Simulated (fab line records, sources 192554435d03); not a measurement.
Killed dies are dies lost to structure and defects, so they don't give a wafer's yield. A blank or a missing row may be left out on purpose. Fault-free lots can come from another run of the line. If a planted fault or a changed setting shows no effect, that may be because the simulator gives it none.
The same fault as seen by 2 desks | flow n5_finfet | what lay behind the numbers comes last; until then each desk has only its own

## FROM THE METROLOGY DESK
Lot by lot, what the gauges showed, no matter which tool ran the lot: averages of those sampled wafers that carry a number. If a lot's mean is further than 4 standard deviations from the usual mean, the lot is out of limits and carries the mark OUT (the distance appears in the brackets). Shown here are 7 of its 10 readings, the ones lying furthest out on some lot.
Columns: A = DIBL_N at N5_BEOL_M4_RC_MEAS_101, usual 36.0 mV/V; B = DIBL_P at N5_BEOL_M4_RC_MEAS_101, usual 35.8 mV/V; C = IOFF_P at N5_BEOL_M4_RC_MEAS_101, usual 0.20 nA/um; D = ION_N at N5_BEOL_M4_RC_MEAS_101, usual 670 uA/um; E = ION_P at N5_BEOL_M4_RC_MEAS_101, usual 459 uA/um; F = SS_P at N5_BEOL_M4_RC_MEAS_101, usual 73.2 mV/dec; G = VT_P at N5_BEOL_M4_RC_MEAS_101, usual -252 mV
lot  | first seen here | A    | B    | C    | D   | E   | F    | G
L627 | day 9 11:49     | 35.6 | 34.2 | 0.18 | 660 | 455 | 72.7 | -254
L629 | day 9 22:49     | 36.2 | 36.4 | 0.20 | 668 | 454 | 73.3 | -252
L631 | day 10 22:27    | 35.1 | 36.0 | 0.22 | 664 | 467 | 73.0 | -247
L632 | day 10 23:28    | 35.8 | 36.0 | 0.19 | 666 | 453 | 73.4 | -252
L634 | day 11 05:56    | 35.3 | 34.4 | 0.16 | 655 | 446 | 72.5 | -256
L635 | day 11 07:01    | 34.6 | 35.4 | 0.19 | 666 | 459 | 73.2 | -251
L636 | day 11 12:44    | 35.7 | 36.0 | 0.17 | 669 | 457 | 72.8 | -257
L637 | day 12 11:36    | 36.8 | 36.2 | 0.19 | 656 | 451 | 72.9 | -254
L648 | day 15 06:46    | 36.0 | 36.4 | 0.23 | 678 | 467 | 74.0 | -250
L649 | day 15 11:20    | 33.1 | 32.2 | 0.14 | 648 | 446 | 72.2 | -257
Result from this desk: across the 10 lots, nothing is out of limits.

## AT THE TOOL OWNER'S DESK: pecvd-03
The tool's own readings at N5_BEOL_M3_ILD_DEP_00 (deposits SiOC from DEMS/O2, target thk 79 nm, time 15.3 s): means of the sampled wafers that have a number, for each lot that ran on this tool. If a lot's mean is further than 4 standard deviations from the usual mean, the lot is out of limits and carries the mark OUT (the distance appears in the brackets).
Columns: A = heater_power_outer_w at N5_BEOL_M3_ILD_DEP_00, usual 254 W; B = heater_power_w at N5_BEOL_M3_ILD_DEP_00, usual 461 W; C = showerhead_plenum_p_Torr at N5_BEOL_M3_ILD_DEP_00, usual 5.694 Torr; D = susceptor_temp_C at N5_BEOL_M3_ILD_DEP_00, usual 350.00 C; E = throttle_valve_pct at N5_BEOL_M3_ILD_DEP_00, usual 12.1 %
lot  | first seen here | A   | B   | C     | D                 | E
L627 | day 7 12:04     | 241 | 438 | 5.692 | 350.05            | 12.4
L637 | day 10 13:11    | 216 | 416 | 5.694 | 349.75            | 12.0
L636 | day 10 16:30    | 255 | 480 | 5.688 | 350.10            | 12.6
L648 | day 13 03:37    | 241 | 438 | 5.703 | 352.16 (+9.4) OUT | 12.4
This desk's verdict: out of limits on L648, starting with L648 at day 13 03:37 (susceptor_temp_C at N5_BEOL_M3_ILD_DEP_00). Within limits: L627, L637, L636.

## ALL TOGETHER
An alarm could have come from the tool owner's desk at day 13 03:37, on L648.
The metrology desk saw nothing out of limits.
The metrology desk holds a record of L648, inside its limits.
Every lot named ran N5_BEOL_M3_ILD_DEP_00 on pecvd-03.

## WHAT WAS PUT IN BY THE SIMULATOR
pecvd-03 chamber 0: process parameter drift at N5_BEOL_M3_ILD_DEP_00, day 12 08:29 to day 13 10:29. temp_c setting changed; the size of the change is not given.
Struck lots among those shown: L648.
How many hours passed from the start of the fault until each desk's first out-of-limits reading: the tool owner's desk, 19.
